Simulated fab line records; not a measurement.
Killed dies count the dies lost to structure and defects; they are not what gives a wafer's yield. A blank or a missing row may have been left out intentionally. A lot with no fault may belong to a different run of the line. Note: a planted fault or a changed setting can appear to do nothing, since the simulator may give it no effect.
A lot that was struck, set against a sound lot	flow n5-finfet	40 steps out of a route of 1938
Sound: wafers L649.1, L649.3, L649.4. Wafers L640.2, L640.4, L640.6 were the ones struck. The cause is named last.
At each step with rows: each side's tool, then ch and its chambers, then its first start. Under that, the readings that differ: sound wafers	struck wafers	difference of the means	sigmas: that difference in standard deviations of wafers without a fault.
alike: readings whose means differ by less than 2 such deviations, and words and numbers that are the same on both sides. not compared: withheld readings, readings that some wafer has no value for, bounds like >300 that may hide the same value, and numbers for which the record gives no deviation and whose values overlap.
A row with sigmas, a row that says differs or no value, or rows on one side alone: a step with any of these is where the two part. Numbers that have no deviation but don't overlap get no sigmas and don't part them. A reading missing from all wafers of one side parts the sides only when that side holds two or more wafers.

first, 11 steps without rows for these wafers: N5_STI_FIN_REVEAL_DENSIFY_30; N5_STI_FIN_REVEAL_ETCHBACK_08 (etches SiO2 in C4F6/O2, target depth 30.5 nm, time 10.167 s); N5_STI_FIN_REVEAL_STRIP_24 (strips in N2/H2, time 90 s); N5_STI_FIN_REVEAL_PRECLEAN_25 (cleans in SPM, time 90 s); N5_STI_FIN_REVEAL_PRECLEAN_26 (cleans in SC1, time 45 s); N5_STI_FIN_REVEAL_PRECLEAN_29 (cleans in DHF, time 30 s); N5_STI_FIN_REVEAL_SRD_12 (time 30 s); N5_STI_FIN_REVEAL_RECESS_09 (chemistry HF/NH3, target SiO2, afs cycles 11, target depth 42.5 nm, sublimation time 60 s); N5_STI_FIN_REVEAL_STRIP_16 (strips SiNx in H3PO4, target depth 23.8 nm); N5_STI_FIN_REVEAL_PRECLEAN_17 (cleans in NF3:NH3, afs cycles 1, time 20 s, sublimation time 60 s); N5_STI_FIN_REVEAL_ETCH_34 (etches Si in H2, material Si, target depth 0.97 nm).
N5_STI_FIN_REVEAL_OXIDATION_31: chemistry O2 PLASMA REMOTE, time 20 s.
  sound on plasma-asher-02 ch 0,1, day 8 09:49; struck on plasma-asher-01 ch 0,1, day 6 01:14
  no value came back on the struck wafers for chamber-pressure-mTorr (mTorr), drypump-motor-current-A (A), heater-power-w (W); on the sound wafers chamber-pressure-mTorr (mTorr) reads 999.7 999.1 1000.5
reading	sound	struck	difference	sigmas
model.Si_of_PMOS_HMC_CHANNEL_EPI_EPI_26.thk-nm (nm)	3 3 3	3.312 3.311 3.304	+0.309	
  not compared: rf-hours-counter-h
then, 4 steps without rows for these wafers: N5_STI_FIN_REVEAL_PRECLEAN_32 (cleans in NF3:NH3, afs cycles 1, time 20 s, sublimation time 60 s); N5_STI_FIN_REVEAL_STRIP_35 (strips Si3N4 in H3PO4, target depth 4 nm, time 39 s); N5_STI_FIN_REVEAL_SRD_21 (time 30 s); N5_STI_FIN_REVEAL_OXIDATION_33 (chemistry O2 PLASMA REMOTE, time 20 s).
N5_STI_FIN_REVEAL_CLEAN_19: cleans in O3/DIW, time 120 s.
  sound on wet-bench-06 ch 0,5,6, day 8 10:16; struck on wet-bench-05 ch 0,2,7, day 6 01:41
reading	sound	struck	difference	sigmas
model.Si_of_PMOS_HMC_CHANNEL_EPI_EPI_26.thk-nm (nm)	2.4 2.6 2.4	2.8 2.8 2.8	+0.3	
  alike: bath-heat-duty-pct
then, 1 step without rows for these wafers: N5_STI_FIN_REVEAL_SRD_23 (time 30 s).
N5_STI_FIN_REVEAL_CD_MEAS_22: target cd 6.238 nm, pitch 28 nm.
  sound on cd-sem-03 at day 8 10:20; struck on cd-sem-03 at day 6 01:46
reading	sound	struck	difference	sigmas
cd-nm (nm)	6.0 6.7 6.1	7.7 7.4 7.3	+1.2	+4
then, 19 steps without rows for these wafers: N5_STI_FIN_REVEAL_PRECLEAN_18 (cleans in SC2, time 45 s); N5_STI_FIN_REVEAL_SRD_28 (time 30 s); N5_DUMMY_GATE_PRECLEAN_00 (cleans in O3/DIW, time 60 s); N5_DUMMY_GATE_SRD_01 (time 30 s); N5_DUMMY_GATE_ALD_02 (deposits SiO2, target thk 2 nm, pulse time 1 s); N5_DUMMY_GATE_CVD_03 (deposits a-Si from SiH4, target thk 150 nm, time 8042 s); N5_DUMMY_GATE_PRECLEAN_46 (cleans in DIW, time 89.5 s); N5_DUMMY_GATE_SRD_47 (dry time 32 s); N5_DUMMY_GATE_CMP_04 (polishes a-Si); N5_DUMMY_GATE_HM_DEP_06 (deposits SiNx from DCS/NH3, target thk 80 nm, time 5141 s); N5_DUMMY_GATE_PECVD_30 (deposits SiO2 from TEOS/O2, target thk 55 nm, time 10.8 s); N5_DUMMY_GATE_COAT_34 (time 60 s, resist thk 60 nm); N5_DUMMY_GATE_COAT_35 (time 60 s, resist thk 10 nm); N5_DUMMY_GATE_COAT_28 (time 60 s, resist thk 10 nm); N5_DUMMY_GATE_COAT_09 (resist thk 30 nm); N5_DUMMY_GATE_EBR_11; N5_DUMMY_GATE_SOFTBAKE_10 (time 60 s); N5_DUMMY_GATE_EXPOSE_12 (exposes mask GATE, target cd 25 nm); N5_DUMMY_GATE_PEB_13 (peb time 60 s).
-- a jump in the record: the struck wafers' starts before and after are 6 days apart (it breaks off in module DUMMY_GATE and resumes in module BEOL_M4, where the first step shown is number 1111 of the route) --
N5_BEOL_M4_RC_MEAS_101:
  sound on prober-02 ch 0, day 13 10:54; struck on prober-02 ch 0, day 11 14:12
reading	sound	struck	difference	sigmas
DIBL_N (mV/V)	37.5 35.7 34.9	43.1 42.8 41.4	+6.4	+3
DIBL_P (mV/V)	38.4 37.0 34.6	45.9 45.5 44.2	+8.5	+3
IOFF_N (nA/um)	0.21 0.18 0.16	0.50 0.46 0.40	+0.27	+6
IOFF_N_85C (nA/um)	3.9 3.4 3.1	8.1 7.5 6.6	+3.9	+6
IOFF_N_LIN (nA/um)	0.094 0.084 0.072	0.220 0.205 0.188	+0.121	+8
IOFF_N_LONG (nA/um)	5.92e-05 5.83e-05 6.02e-05	7.71e-05 7.76e-05 7.84e-05	+1.85e-05	+6
IOFF_P (nA/um)	0.27 0.24 0.20	0.46 0.45 0.40	+0.20	+4
IOFF_P_85C (nA/um)	4.6 4.2 3.6	7.0 6.8 6.2	+2.5	+4
IOFF_P_LIN (nA/um)	0.127 0.116 0.103	0.215 0.213 0.195	+0.092	+5
ION_N (uA/um)	689 687 671	742 746 739	+60	+4
ION_P (uA/um)	477 477 465	492 497 497	+22	+2
REXT_N (ohm.um)	73.6 74.3 73.0	69.2 69.3 69.9	-4.2	-3
REXT_P (ohm.um)	102.2 102.6 102.5	93.8 95.3 94.0	-8.1	-4
SS_P (mV/dec)	73.1 73.1 73.1	75.7 75.4 75.1	+2.3	+3
VT_N (mV)	244 244 247	230 230 232	-14	-4
VT_N_LONG (mV)	274.5 271.9 272.4	264.8 265.5 263.3	-8.4	-5
VT_N_LVT (mV)	95 95 99	76 78 79	-19	-5
VT_P_LVT (mV)	-93 -95 -97	-87 -88 -88	+7	+2
  alike: SS_N, VT_P
-- a jump in the record: the struck wafers' starts before and after are 4 days apart (it breaks off in module BEOL_M4 and resumes in module PASSIVATION, where the first step shown is number 1936 of the route) --
N5_PASSIVATION_PROBE_49:
  only the struck wafers here have rows in the record (prober-02, day 15 23:16); the sound ones have none

## WHERE THEY PART
Last at N5_PASSIVATION_PROBE_49 as far as this record goes, first at N5_STI_FIN_REVEAL_OXIDATION_31.

WHY: the cause the simulator had injected
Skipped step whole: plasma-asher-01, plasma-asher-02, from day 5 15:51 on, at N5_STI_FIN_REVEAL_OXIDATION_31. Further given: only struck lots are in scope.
